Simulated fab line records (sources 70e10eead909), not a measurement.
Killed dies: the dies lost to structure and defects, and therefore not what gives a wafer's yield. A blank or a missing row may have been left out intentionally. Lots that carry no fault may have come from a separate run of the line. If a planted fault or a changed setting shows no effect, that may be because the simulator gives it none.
fab line records | flow nand_harc | part 2 of 2: steps 25 to 35 of 35
record lots=5 | wafers=15 | last_day=32
route steps=1302 shown A_STAIRCASE@868 A_SGD_CUT@890
lots untouched by any fault: they come from a run of this same line in which no faults occurred
start_h: the number of hours between the record's first day and the start of the first shown wafer of the lot | wait_h: hours since the lot's step before | " as in the row above | L1.1+2: a single row standing in for several wafers | - no value, or no start given | * or withheld: withheld | < > ~ a bound
route shown NAME@n: NAME is a module with steps in the file, n the number in the route of the first one | usual: mean/standard deviation of fault-free wafers | same: alike in all rows | chamber/n: place in a boat | sites: per-site readings | _std_site: how widely they spread, as a standard deviation | _edge_site: mean of outer sites minus mean of inner sites | radius_mm: how far each site lies from the wafer's centre | mask NAME#n: copy n | behind: the last tool/chamber to shape the wafer | hold: why the lot was held/for how many hours/how that ended | device: whichever transistor did not switch (one of n, p or np) | end of line: the route-end tests of the same wafers | for a step that has no rows: nothing shown but its recipe | killed: dies lost to structure and defects at the first sort, not the wafer's yield | map: shows each die of a wafer: x if killed, . if not, _ if none is there
set.NAME: the setting as run; set.NAME@STEP: as run at that earlier step | model.NAME: the simulator's own value behind a step, which no gauge read
lots at some steps of the route; a table a step, a row a wafer
services: from which hour (start_h, from the record's first day; less than 0 if before it) a tool's chamber was out of use, for how many hours, and why
## steps
# step NHARC_A_SGD_CUT_COAT_03
# recipe spin_rpm=1500 | resist_thk_nm=90
lot.wafer  | tool           | chamber | start_h | wait_h
L075.1+4+6 | litho_track-01 | 0       | -       | -
L076.1+2+4 | litho_track-04 | 0       | -       | -
L090.2+3+6 | litho_track-01 | 0       | -       | -
L088.1+3+4 | litho_track-01 | 0       | -       | -
L091.1+3+6 | litho_track-06 | 0       | -       | -
# step NHARC_A_SGD_CUT_SOFTBAKE_04
# recipe temp_c=105 | time_s=55
# same time_s=55
lot.wafer  | tool           | chamber | start_h | wait_h
L075.1+4+6 | litho_track-01 | 0       | -       | -
L076.1+2+4 | litho_track-04 | 0       | -       | -
L090.2+3+6 | litho_track-01 | 0       | -       | -
L088.1+3+4 | litho_track-01 | 0       | -       | -
L091.1+3+6 | litho_track-06 | 0       | -       | -
# step NHARC_A_SGD_CUT_EBR_05
lot.wafer  | tool           | chamber | start_h | wait_h
L075.1+4+6 | litho_track-01 | 0       | -       | -
L076.1+2+4 | litho_track-04 | 0       | -       | -
L090.2+3+6 | litho_track-01 | 0       | -       | -
L088.1+3+4 | litho_track-01 | 0       | -       | -
L091.1+3+6 | litho_track-06 | 0       | -       | -
# step NHARC_A_SGD_CUT_EXPOSE_06
# recipe na=1.35 | dose_mj=85.59 | mask_id=SGD
# usual stage_vel_mm_s=499.93/0.23
lot.wafer | tool            | chamber | start_h | wait_h | mask  | stage_vel_mm_s
L075.1    | arfi_scanner-01 | 0       | 447.52  | -      | SGD#0 | 500.15
L075.4    | "               | 0       | "       | "      | SGD#0 | 499.78
L075.6    | "               | 0       | "       | "      | SGD#0 | 500.00
L076.1    | arfi_scanner-03 | 0       | 455.99  | -      | SGD#0 | 500.12
L076.2    | "               | 0       | "       | "      | SGD#0 | 500.23
L076.4    | "               | 0       | "       | "      | SGD#0 | 499.99
L090.2    | arfi_scanner-03 | 0       | 590.49  | -      | SGD#0 | 499.93
L090.3    | "               | 0       | "       | "      | SGD#0 | 500.16
L090.6    | "               | 0       | "       | "      | SGD#0 | 499.78
L088.1    | arfi_scanner-03 | 0       | 593.81  | -      | SGD#0 | 499.94
L088.3    | "               | 0       | "       | "      | SGD#0 | 499.94
L088.4    | "               | 0       | "       | "      | SGD#0 | 500.02
L091.1    | arfi_scanner-01 | 0       | 627.00  | -      | SGD#0 | 500.25
L091.3    | "               | 0       | "       | "      | SGD#0 | 500.08
L091.6    | "               | 0       | "       | "      | SGD#0 | 500.08
# step NHARC_A_SGD_CUT_PEB_07
# recipe peb_temp_c=100 | peb_time_s=65
lot.wafer  | tool           | chamber | start_h | wait_h
L075.1+4+6 | litho_track-01 | 0       | 447.58  | 0.1
L076.1+2+4 | litho_track-01 | 0       | 456.05  | 0.1
L090.2+3+6 | litho_track-06 | 0       | 590.55  | 0.1
L088.1+3+4 | litho_track-06 | 0       | 593.87  | 0.1
L091.1+3+6 | litho_track-01 | 0       | 627.06  | 0.1
# step NHARC_A_SGD_CUT_DEVELOP_08
# recipe develop_time_s=35 | dev_temp_c=23
lot.wafer  | tool           | chamber | start_h | wait_h
L075.1+4+6 | litho_track-01 | 0       | -       | -
L076.1+2+4 | litho_track-01 | 0       | -       | -
L090.2+3+6 | litho_track-06 | 0       | -       | -
L088.1+3+4 | litho_track-06 | 0       | -       | -
L091.1+3+6 | litho_track-01 | 0       | -       | -
# step NHARC_A_SGD_CUT_CD_MEAS_09
# recipe target_cd_nm=100 | landing_energy_ev=500
# usual cd_nm=100.0/0.47
lot.wafer | tool      | chamber | start_h | wait_h | cd_nm
L075.1    | cd_sem-02 | 0       | 447.66  | -      | 100.4
L075.4    | "         | 0       | "       | "      | 100.0
L075.6    | "         | 0       | "       | "      | 99.8
L076.1    | cd_sem-01 | 0       | 456.13  | -      | 100.4
L076.2    | "         | 0       | "       | "      | 99.6
L076.4    | "         | 0       | "       | "      | 100.2
L090.2    | cd_sem-02 | 0       | 590.63  | -      | 99.2
L090.3    | "         | 0       | "       | "      | 99.4
L090.6    | "         | 0       | "       | "      | 99.3
L088.1    | cd_sem-01 | 0       | 593.95  | -      | 99.9
L088.3    | "         | 0       | "       | "      | 99.4
L088.4    | "         | 0       | "       | "      | 99.6
L091.1    | cd_sem-03 | 0       | 627.14  | -      | 99.7
L091.3    | "         | 0       | "       | "      | 99.9
L091.6    | "         | 0       | "       | "      | 99.7
# step NHARC_A_SGD_CUT_OVL_MEAS_10
# usual overlay_x_nm=-0.5/0.87 | overlay_y_nm=0.0/0.74
lot.wafer | tool       | chamber | start_h | wait_h | overlay_x_nm | overlay_y_nm
L075.1    | overlay-01 | -       | 447.75  | -      | -0.6         | 0.4
L075.4    | "          | -       | "       | "      | -0.7         | -0.2
L075.6    | "          | -       | "       | "      | 0.1          | 0.4
L076.1    | overlay-02 | -       | 456.22  | -      | -2.0         | 0.3
L076.2    | "          | -       | "       | "      | -1.7         | 0.0
L076.4    | "          | -       | "       | "      | -1.4         | 0.1
L090.2    | overlay-02 | -       | 590.71  | -      | -2.3         | -1.0
L090.3    | "          | -       | "       | "      | -2.7         | -0.4
L090.6    | "          | -       | "       | "      | -2.1         | -1.1
L088.1    | overlay-01 | -       | 594.04  | -      | -1.2         | -1.1
L088.3    | "          | -       | "       | "      | -0.9         | -0.7
L088.4    | "          | -       | "       | "      | -0.9         | -1.0
L091.1    | overlay-01 | -       | 627.22  | -      | -0.1         | 0.3
L091.3    | "          | -       | "       | "      | -0.4         | 0.2
L091.6    | "          | -       | "       | "      | -0.5         | 0.5
# step NHARC_A_SGD_CUT_INSPECT_11
# usual raw_defect_count=58/33
lot.wafer | tool              | chamber | start_h | wait_h | raw_defect_count
L075.1    | defect_inspect-02 | -       | 447.78  | 0.0    | 129
L075.4    | "                 | -       | "       | "      | 108
L075.6    | "                 | -       | "       | "      | 87
L076.1    | defect_inspect-01 | -       | 456.25  | 0.0    | 22
L076.2    | "                 | -       | "       | "      | 27
L076.4    | "                 | -       | "       | "      | 24
L090.2    | defect_inspect-01 | -       | 590.75  | 0.0    | 49
L090.3    | "                 | -       | "       | "      | 40
L090.6    | "                 | -       | "       | "      | 44
L088.1    | defect_inspect-01 | -       | 594.07  | 0.0    | 11
L088.3    | "                 | -       | "       | "      | 7
L088.4    | "                 | -       | "       | "      | 25
L091.1    | defect_inspect-01 | -       | 627.26  | 0.0    | 58
L091.3    | "                 | -       | "       | "      | 69
L091.6    | "                 | -       | "       | "      | 61
# step NHARC_A_SGD_CUT_DESCUM_14
# recipe time_s=3 | o2_flow_sccm=200 | ar_flow_sccm=0 | bias_power_w=0 | chemistry=O2
# usual drypump_motor_current_A=5.7/0.46 | oes_product_au=1.002/0.01 | rf_vpp_V=57.9/0.93 | showerhead_plenum_p_Torr=1.95/0.089 | throttle_valve_pct=11.310/0.0088
# same time_s=3
lot.wafer | tool        | chamber | start_h | wait_h | drypump_motor_current_A | oes_product_au | rf_hours_counter_h | rf_vpp_V | showerhead_plenum_p_Torr | throttle_valve_pct
L075.4    | rie_diel-02 | 2       | 447.86  | 0.1    | 5.2                     | 0.993          | 4                  | 57.0     | 1.96                     | 11.317
L075.1    | "           | 3       | "       | "      | 5.1                     | 1.013          | 4                  | 58.2     | 1.99                     | 11.307
L075.6    | "           | 0       | "       | "      | 5.7                     | 1.010          | -                  | 59.3     | 2.06                     | 11.326
L076.1    | rie_diel-05 | 0       | 456.31  | 0.1    | 5.3                     | 1.007          | 4                  | 57.7     | 1.97                     | 11.311
L076.2    | "           | 2       | "       | "      | 5.8                     | 1.012          | 4                  | 58.0     | 1.99                     | 11.319
L076.4    | "           | 3       | "       | "      | 6.3                     | 1.010          | 4                  | 57.8     | 1.77                     | 11.307
L090.3    | rie_diel-12 | 3       | 590.81  | 0.1    | 5.0                     | 1.005          | 6                  | 57.2     | 2.01                     | 11.306
L090.2    | "           | 2       | "       | "      | 5.8                     | 0.988          | 6                  | 56.6     | 1.85                     | 11.310
L090.6    | "           | 0       | "       | "      | 6.0                     | 0.988          | -                  | 58.5     | 1.98                     | 11.323
L088.4    | rie_diel-12 | 2       | 594.14  | 0.1    | 5.7                     | 0.987          | 6                  | 59.2     | 1.85                     | 11.310
L088.3    | "           | 3       | "       | "      | 5.0                     | 1.013          | 6                  | 57.3     | 2.01                     | 11.313
L088.1    | "           | 0       | "       | "      | 6.0                     | 0.995          | 6                  | 59.2     | 1.98                     | 11.309
L091.1    | rie_diel-05 | 3       | 627.32  | 0.1    | 6.3                     | 0.993          | 3                  | 58.7     | 1.77                     | 11.294
L091.3    | "           | 0       | "       | "      | 5.3                     | 0.996          | 3                  | 59.8     | 1.97                     | 11.326
L091.6    | "           | 0       | "       | "      | 5.3                     | 1.000          | -                  | 57.4     | 1.96                     | 11.318
# step NHARC_A_SGD_CUT_ETCH_58
# recipe target_depth_a=390 | over_etch_frac=0.3 | time_s=65 | ion_energy_ev=80 | cf4_flow_sccm=150 | ar_flow_sccm=0 | rf_w=300 | bias_w=100 | chemistry=CF4
# usual drypump_motor_current_A=5.7/0.46 | oes_product_au=1.001/0.011 | rf_fwd_power_W=297.0/1.1 | rf_vpp_V=151.6/1.2 | showerhead_plenum_p_Torr=1.80/0.077 | throttle_valve_pct=13.284/0.0098
# same time_s=65
lot.wafer | tool        | chamber | start_h | wait_h | drypump_motor_current_A | oes_product_au | rf_fwd_power_W | rf_hours_counter_h | rf_vpp_V | showerhead_plenum_p_Torr | throttle_valve_pct
L075.4    | rie_diel-02 | 2       | 447.94  | 0.1    | 5.2                     | 1.002          | 298.0          | 4                  | 151.0    | 1.81                     | 13.275
L075.1    | "           | 3       | "       | "      | 5.1                     | 1.009          | 298.0          | 4                  | 152.1    | 1.84                     | 13.286
L075.6    | "           | 0       | "       | "      | 5.8                     | 0.999          | 296.7          | -                  | 153.1    | 1.89                     | 13.275
L076.2    | rie_diel-05 | 3       | 456.40  | 0.1    | 6.3                     | 1.000          | 295.7          | 4                  | 149.7    | 1.65                     | 13.289
L076.4    | "           | 0       | "       | "      | 5.3                     | 1.009          | 297.3          | 4                  | 152.5    | 1.82                     | 13.281
L076.1    | "           | 1       | "       | "      | 6.3                     | 0.989          | 297.7          | 4                  | 151.2    | 1.78                     | 13.274
L090.3    | rie_diel-12 | 2       | 590.89  | 0.1    | 5.7                     | 0.990          | 297.6          | 6                  | 150.9    | 1.71                     | 13.282
L090.2    | "           | 0       | "       | "      | 6.0                     | 0.988          | 295.4          | 5                  | 151.0    | 1.82                     | 13.295
L090.6    | "           | 3       | "       | "      | 5.0                     | 0.998          | 297.9          | -                  | 152.4    | 1.85                     | 13.275
L088.3    | rie_diel-12 | 2       | 594.22  | 0.1    | 5.7                     | 0.991          | 297.5          | 6                  | 150.4    | 1.71                     | 13.299
L088.4    | "           | 3       | "       | "      | 5.0                     | 1.005          | 297.0          | 6                  | 153.6    | 1.85                     | 13.281
L088.1    | "           | 1       | "       | "      | 6.2                     | 1.006          | 295.5          | 6                  | 153.1    | 1.87                     | 13.291
L091.1    | rie_diel-05 | 0       | 627.41  | 0.1    | 5.3                     | 0.997          | 296.1          | 3                  | 151.3    | 1.81                     | 13.285
L091.3    | "           | 2       | "       | "      | 5.8                     | 1.012          | 297.1          | 3                  | 152.2    | 1.83                     | 13.267
L091.6    | "           | 1       | "       | "      | 6.3                     | 0.992          | 296.4          | -                  | 151.0    | 1.78                     | 13.284
## services
tool           | chamber | start_h | hours | kind
wet_bench-02   | -       | 420.00  | 8.0   | pm
rie_diel-11    | 1       | 420.84  | 8.0   | repair
rie_diel-12    | -       | 422.09  | 1.9   | repair
cmp-02         | -       | 428.64  | 4.0   | pm
rie_diel-11    | -       | 432.52  | 9.0   | pm
rie_diel-12    | -       | 445.41  | 9.0   | pm
cmp-01         | -       | 479.68  | 4.0   | pm
cmp-01         | -       | 484.06  | 0.4   | repair
rie_diel-05    | -       | 490.30  | 0.9   | repair
rie_diel-11    | 1       | 496.97  | 9.3   | repair
rie_diel-05    | 3       | 503.44  | 7.9   | repair
litho_track-01 | -       | 505.00  | 7.0   | pm
litho_track-06 | -       | 529.00  | 7.0   | pm
rie_diel-04    | 0       | 529.96  | 2.8   | repair
rie_diel-04    | -       | 534.62  | 9.0   | pm
rie_diel-08    | -       | 545.68  | 9.0   | pm
litho_track-04 | -       | 553.01  | 7.0   | pm
wet_bench-03   | -       | 562.40  | 8.0   | pm
cmp-01         | -       | 577.68  | 4.0   | pm
wet_bench-04   | -       | 579.20  | 8.0   | pm
rie_diel-04    | 1       | 589.77  | 1.6   | repair
wet_bench-02   | -       | 596.00  | 8.0   | pm
rie_diel-11    | -       | 609.52  | 9.0   | pm
rie_diel-11    | 0       | 620.33  | 3.0   | repair
